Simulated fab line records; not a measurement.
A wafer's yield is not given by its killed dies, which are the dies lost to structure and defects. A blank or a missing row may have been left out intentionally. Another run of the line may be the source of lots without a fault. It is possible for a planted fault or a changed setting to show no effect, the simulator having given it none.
Which tool is to blame?	flow nandHarc	6 lots, 18 wafers sampled, at 2 steps of a route of 1302

== WHAT THE GAUGES READ, wafer by wafer ==
NHARC_P_ZERO_WELL_INSPECT_43.
lot	measured	on	rawDefectCount
L731	day 2 13:27	defectInspect-02	17 20 15
L735	day 4 05:25	defectInspect-02	8 9 12
L739	day 5 21:52	defectInspect-01	9 5 14
L742	day 7 03:34	defectInspect-01	284 277 267
L744	day 8 00:08	defectInspect-02	295 304 297
L752	day 11 07:38	defectInspect-02	12 4 6

== TOOL THAT RAN EACH LOT (tool first, then ch and the chambers of the sampled wafers, then the start) ==
lot	NHARC_P_ZERO_WELL_PECVD_02
L731	pecvd-02 ch 0,1, day 2 06:29
L735	pecvd-01 ch 0,1,2, day 3 22:29
L739	pecvd-02 ch 0,2, day 5 14:31
L742	pecvd-02 ch 0,1,2, day 6 20:34
L744	pecvd-02 ch 0,1, day 7 16:31
L752	pecvd-02 ch 0,1,2, day 11 00:32
- NHARC_P_ZERO_WELL_PECVD_02: deposits SiO2, target thk 10 nm.

== THE ANSWER, worked out from the rows above alone ==
Rule: the usual values come from the lots themselves. The widest of any qualifying gaps counts: lots, ordered by their means at a reading, are off when they make up no more than a third of the lots, leave a main group of 4 or more, and stand apart from it by 3 or more times the standard deviation of that group's means. The tables above print the reading to a certain number of digits; a main group whose means all agree to those digits is not used. A lot without any number at a reading at which 4 lots or more have one is off too. Where the step has rows for the other lots, those lots are counted as sound.
Off at NHARC_P_ZERO_WELL_INSPECT_43 (rawDefectCount): L742, L744. Main group: mean 11, sd 3.8.
If a tool, at a process step before that reading, ran all the lots that are off and no sound lot after the first of them, it fits. Those tools and the gauges at NHARC_P_ZERO_WELL_INSPECT_43 are tried in the same way. None of those tried fits.

== WHAT THE SIMULATOR HAD INSERTED ==
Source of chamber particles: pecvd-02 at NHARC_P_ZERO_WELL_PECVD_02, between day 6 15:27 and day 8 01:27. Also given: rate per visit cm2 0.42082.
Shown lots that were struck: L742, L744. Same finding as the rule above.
